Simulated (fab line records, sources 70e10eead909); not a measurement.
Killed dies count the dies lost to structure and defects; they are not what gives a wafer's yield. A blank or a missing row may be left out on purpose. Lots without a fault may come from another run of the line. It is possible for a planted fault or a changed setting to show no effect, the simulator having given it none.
fab line records	flow nand-harc	part 2 of 2: steps 29 to 34 of 34
record: lots: 5	wafers: 15	last-day: 33
route steps=1302 shown A_WL_FILL@968 A_CONTACT@983
lots with no fault: from the same line, run without faults
start-h: start of the lot's first displayed wafer, in hours after the record's first day	wait-h: hours elapsed since this lot's preceding step	" unchanged from the row above	L1.1+2: a single row standing in for several wafers	- either no value or no given start	* or withheld: withheld	< > ~ a bound
route shown NAME@n: NAME is a module with steps in the file, n the number in the route of the first one	usual: average and standard deviation across the fault-free wafers	same: alike in all rows	chamber/n: place in a boat	sites: readings site by site	_std_site: standard deviation of those values	_edge_site: mean of outer sites minus mean of inner sites	radius-mm: how far each site lies from the wafer's centre	mask NAME#n: copy n	behind: the last tool/chamber to shape the wafer	hold: what put the lot on hold/how long, in hours/how the hold closed	device: the n, p or np transistor that did not switch	end of line: the same wafers' tests at the end of the route	a step given without rows: its recipe and nothing more	killed: dies lost to structure and defects at the first sort, not the wafer's yield	map: shows each die of a wafer: x if killed, . if not, _ if none is there
set.NAME: the setting as run; set.NAME@STEP: as run at that earlier step	model.NAME: the simulator's own value behind a step, which no gauge read
certain route steps with their lots: each step a table, each wafer a row
services: a tool's chamber out of use, with start hour (start-h, from the record's first day; less than 0 if before it), hours out, and reason
== steps ==
step: NHARC_A_CONTACT_DESCUM_47
recipe: time-s: 3	o2-flow-sccm: 200	ar-flow-sccm: 0	bias-power-w: 0	chemistry: O2
usual: drypump-motor-current-A: 5.8/0.66	oes-product-au: 1.002/0.0066	rf-vpp-V: 57.6/0.89	showerhead-plenum-p-Torr: 1.92/0.093	throttle-valve-pct: 11.311/0.0085
lot.wafer	tool	chamber	start-h	wait-h	drypump-motor-current-A	oes-product-au	rf-hours-counter-h	rf-vpp-V	showerhead-plenum-p-Torr	throttle-valve-pct
L077.2	rie-diel-13	1	512.99	0.1	5.2	1.000	57	57.1	1.88	11.314
L077.3	"	3	"	"	5.0	0.999	62	58.5	1.97	11.304
L077.6	"	2	"	"	5.8	0.997	-	57.5	1.81	11.318
L084.3	rie-diel-04	2	595.56	0.1	5.7	1.014	7	56.7	1.99	11.308
L084.2	"	3	"	"	6.2	0.993	10	56.4	1.93	11.314
L084.6	"	0	"	"	6.8	1.010	-	57.5	2.07	11.296
L088.2	rie-diel-12	3	640.94	0.1	6.3	0.993	2	58.2	2.00	11.308
L088.1	"	0	"	"	5.0	1.003	2	58.3	2.06	11.315
L088.5	"	3	"	"	6.2	0.995	-	59.0	2.00	11.309
L096.2	rie-diel-04	0	701.95	0.1	6.8	0.998	29	57.9	2.07	11.310
L096.3	"	3	"	"	6.3	1.004	32	56.5	1.92	11.296
L096.4	"	2	"	"	5.7	1.003	-	58.0	1.98	11.309
L097.3	rie-diel-04	0	719.80	0.1	6.8	1.011	0	58.0	2.07	11.311
L097.4	"	1	"	"	5.1	0.998	0	55.5	1.88	11.293
L097.5	"	0	"	"	6.8	1.015	-	57.9	2.07	11.310
step: NHARC_A_CONTACT_ETCH_48
recipe: target-depth-a: 390	over-etch-frac: 0.3	time-s: 65	ion-energy-ev: 80	cf4-flow-sccm: 150	ar-flow-sccm: 0	rf-w: 300	bias-w: 100	chemistry: CF4
usual: drypump-motor-current-A: 5.8/0.66	oes-product-au: 1.003/0.0058	rf-vpp-V: 151.3/1.3	showerhead-plenum-p-Torr: 1.78/0.08	throttle-valve-pct: 13.281/0.0097
lot.wafer	tool	chamber	start-h	wait-h	drypump-motor-current-A	oes-product-au	rf-hours-counter-h	rf-vpp-V	showerhead-plenum-p-Torr	throttle-valve-pct
L077.3	rie-diel-13	1	513.19	0.2	5.2	0.994	57	151.3	1.74	13.272
L077.2	"	2	"	"	5.7	0.993	55	150.2	1.68	13.267
L077.6	"	1	"	"	5.2	0.997	-	151.1	1.74	13.290
L084.3	rie-diel-04	2	595.63	0.1	5.7	1.009	7	152.4	1.84	13.280
L084.2	"	0	"	"	6.7	1.010	8	153.0	1.91	13.269
L084.6	"	2	"	"	5.7	1.005	-	151.6	1.84	13.289
L088.1	rie-diel-12	1	641.03	0.1	4.8	1.006	2	150.6	1.73	13.280
L088.2	"	3	"	"	6.2	0.995	2	152.9	1.85	13.277
L088.5	"	0	"	"	5.0	1.003	-	153.7	1.89	13.277
L096.2	rie-diel-04	3	702.05	0.1	6.2	1.007	32	150.9	1.77	13.290
L096.3	"	0	"	"	6.8	1.002	29	153.0	1.90	13.276
L096.4	"	2	"	"	5.7	1.008	-	152.9	1.83	13.280
L097.4	rie-diel-04	0	719.89	0.1	6.8	1.008	0	153.1	1.90	13.282
L097.3	"	1	"	"	5.1	1.012	0	150.8	1.74	13.268
L097.5	"	0	"	"	6.8	1.021	-	152.6	1.90	13.293
step: NHARC_A_CONTACT_ETCH_49
recipe: target-depth-a: 2600	over-etch-frac: 0.3	time-s: 475.3	ion-energy-ev: 200	n2-flow-sccm: 150	h2-flow-sccm: 150	ar-flow-sccm: 0	rf-w: 400	bias-w: 150	chemistry: N2/H2
usual: drypump-motor-current-A: 5.8/0.67	n2-flow-sccm: 150.0/0.49	oes-product-au: 1.002/0.0071	rf-vpp-V: 430.9/2.9	showerhead-plenum-p-Torr: 2.05/0.1	throttle-valve-pct: 14.171/0.0098
lot.wafer	tool	chamber	start-h	wait-h	drypump-motor-current-A	n2-flow-sccm	oes-product-au	rf-hours-counter-h	rf-vpp-V	showerhead-plenum-p-Torr	throttle-valve-pct
L077.2	rie-diel-13	1	-	-	5.2	150.6	1.006	57	430.2	2.00	14.168
L077.3	"	0	"	"	6.5	149.8	1.006	61	427.2	1.92	14.189
L077.6	"	1	"	"	5.2	150.3	1.006	-	428.5	2.00	14.153
L084.2	rie-diel-04	0	-	-	6.8	149.9	1.013	8	434.6	2.22	14.183
L084.3	"	2	"	"	5.7	149.6	1.002	7	432.8	2.13	14.166
L084.6	"	0	"	"	6.8	149.4	1.006	-	434.8	2.22	14.173
L088.1	rie-diel-12	3	-	-	6.2	150.4	1.002	2	432.3	2.14	14.182
L088.2	"	0	"	"	5.0	149.8	1.001	2	434.4	2.20	14.180
L088.5	"	2	"	"	6.4	150.3	1.002	-	428.0	1.92	14.174
L096.3	rie-diel-04	2	-	-	5.7	150.9	1.008	29	430.3	2.12	14.163
L096.2	"	3	"	"	6.3	150.1	1.018	32	429.9	2.05	14.168
L096.4	"	2	"	"	5.7	150.7	1.016	-	432.8	2.12	14.180
L097.3	rie-diel-04	3	-	-	6.3	149.1	1.016	0	430.2	2.05	14.162
L097.4	"	0	"	"	6.8	149.6	1.001	0	436.1	2.21	14.184
L097.5	"	3	"	"	6.2	149.3	1.004	-	431.6	2.05	14.168
step: NHARC_A_CONTACT_ETCH_50
recipe: target-depth-a: 1210	time-s: 60.5	cf4-flow-sccm: 100	chf3-flow-sccm: 30	ar-flow-sccm: 0	rf-w: 500	bias-w: 200	chemistry: CF4/CHF3
usual: drypump-motor-current-A: 5.8/0.64	oes-product-au: 0.951/0.023	rf-vpp-V: 370.7/2.3	showerhead-plenum-p-Torr: 1.58/0.07	throttle-valve-pct: 16.802/0.0081
lot.wafer	tool	chamber	start-h	wait-h	drypump-motor-current-A	oes-product-au	rf-hours-counter-h	rf-vpp-V	showerhead-plenum-p-Torr	throttle-valve-pct
L077.2	rie-diel-13	0	-	-	6.5	0.936	61	368.1	1.49	16.808
L077.3	"	1	"	"	5.2	0.928	57	370.2	1.55	16.797
L077.6	"	0	"	"	6.4	0.934	-	366.3	1.49	16.794
L084.3	rie-diel-04	0	-	-	6.8	0.965	8	374.2	1.70	16.811
L084.2	"	2	"	"	5.7	0.978	7	373.2	1.63	16.801
L084.6	"	0	"	"	6.8	0.962	-	373.6	1.70	16.808
L088.2	rie-diel-12	1	-	-	4.8	0.981	2	369.7	1.54	16.801
L088.1	"	0	"	"	5.0	0.964	2	373.8	1.69	16.793
L088.5	"	1	"	"	4.8	0.985	-	369.3	1.54	16.802
L096.3	rie-diel-04	0	-	-	6.8	0.966	30	373.4	1.69	16.798
L096.2	"	2	"	"	5.7	0.968	30	371.0	1.63	16.813
L096.4	"	3	"	"	6.3	0.967	-	371.3	1.58	16.805
L097.3	rie-diel-04	0	-	-	6.8	0.974	0	374.6	1.69	16.806
L097.4	"	1	"	"	5.1	0.971	0	370.3	1.55	16.794
L097.5	"	3	"	"	6.3	0.996	-	369.9	1.58	16.802
step: NHARC_A_CONTACT_ETCH_51
recipe: target-depth-a: 70000	over-etch-frac: 0.3	time-s: 1820	ion-energy-ev: 150	o2-flow-sccm: 400	cos-flow-sccm: 20	ar-flow-sccm: 0	rf-w: 500	bias-w: 300	chemistry: O2/COS
usual: drypump-motor-current-A: 5.8/0.65	oes-product-au: 1.003/0.0069	rf-vpp-V: 314.4/2.1	showerhead-plenum-p-Torr: 3.14/0.14	throttle-valve-pct: 28.330/0.0087
lot.wafer	tool	chamber	start-h	wait-h	drypump-motor-current-A	oes-product-au	rf-hours-counter-h	rf-vpp-V	showerhead-plenum-p-Torr	throttle-valve-pct
L077.2	rie-diel-13	0	-	-	6.4	1.001	62	310.3	2.95	28.336
L077.3	"	2	"	"	5.7	0.993	56	311.8	2.97	28.332
L077.6	"	0	"	"	6.4	0.996	-	312.3	2.95	28.336
L084.3	rie-diel-04	0	-	-	6.8	0.999	9	319.1	3.37	28.339
L084.2	"	1	"	"	5.1	1.009	6	314.2	3.08	28.338
L084.6	"	3	"	"	6.3	0.998	-	314.0	3.14	28.319
L088.1	rie-diel-12	1	-	-	4.8	1.006	3	312.7	3.05	28.341
L088.2	"	2	"	"	6.4	1.008	3	310.6	2.95	28.318
L088.5	"	2	"	"	6.4	1.010	-	311.3	2.95	28.322
L096.3	rie-diel-04	3	-	-	6.2	1.010	33	313.9	3.13	28.331
L096.2	"	0	"	"	6.8	1.005	30	318.0	3.36	28.332
L096.4	"	3	"	"	6.2	1.015	-	315.3	3.13	28.307
L097.4	rie-diel-04	1	-	-	5.1	0.999	0	314.5	3.08	28.339
L097.3	"	2	"	"	5.7	1.002	1	316.5	3.23	28.332
L097.5	"	3	"	"	6.3	1.012	-	313.6	3.13	28.322
step: NHARC_A_CONTACT_ETCH_111
recipe: source-w: withheld	pressure-mtorr: 20	bias-v: withheld	time-s: 140	target-depth-a: 7000	ar-flow-sccm: withheld	c4f8-flow-sccm: withheld	o2-flow-sccm: withheld	chemistry: C4F8/O2/Ar
lot.wafer	tool	chamber	start-h	wait-h	rf-hours-counter-h
L077.2	har-cap-etch-01	1	514.96	-	0
L077.3	"	0	"	"	-
L077.6	"	0	"	"	-
L084.2	har-cap-etch-02	1	597.39	-	99
L084.3	"	1	"	"	-
L084.6	"	1	"	"	-
L088.1	har-cap-etch-03	0	642.77	-	66
L088.2	"	1	"	"	66
L088.5	"	0	"	"	-
L096.2	har-cap-etch-02	0	704.29	-	120
L096.4	"	1	"	"	-
L096.3	"	0	"	"	-
L097.3	har-cap-etch-03	1	721.69	-	-
L097.4	"	0	"	"	-
L097.5	"	0	"	"	-
== services ==
tool	chamber	start-h	hours	kind
pecvd-01	-	492.61	13.0	pm
litho-track-01	-	505.00	7.0	pm
rie-diel-13	-	519.05	9.0	pm
pecvd-01	-	520.98	1.6	repair
wet-bench-09	-	528.80	8.0	pm
rie-diel-04	-	532.01	9.0	pm
wet-bench-09	-	538.47	1.7	repair
rie-diel-04	2	541.95	6.8	repair
rie-diel-13	-	541.96	0.2	repair
litho-track-04	-	553.00	7.0	pm
pecvd-01	-	572.27	0.9	repair
wet-bench-04	-	579.20	8.0	pm
rie-diel-12	3	581.97	1.5	repair
rie-diel-12	1	602.59	2.8	repair
rie-diel-04	3	614.29	2.4	repair
rie-diel-13	1	614.60	13.0	repair
rie-diel-12	-	623.40	9.0	pm
rie-diel-04	3	647.60	2.8	repair
rie-diel-12	1	650.10	4.9	repair
pecvd-01	-	673.61	13.0	pm
litho-track-01	-	680.00	7.0	pm
rie-diel-13	-	696.05	9.0	pm
wet-bench-09	-	704.80	8.0	pm
rie-diel-04	-	709.01	9.0	pm
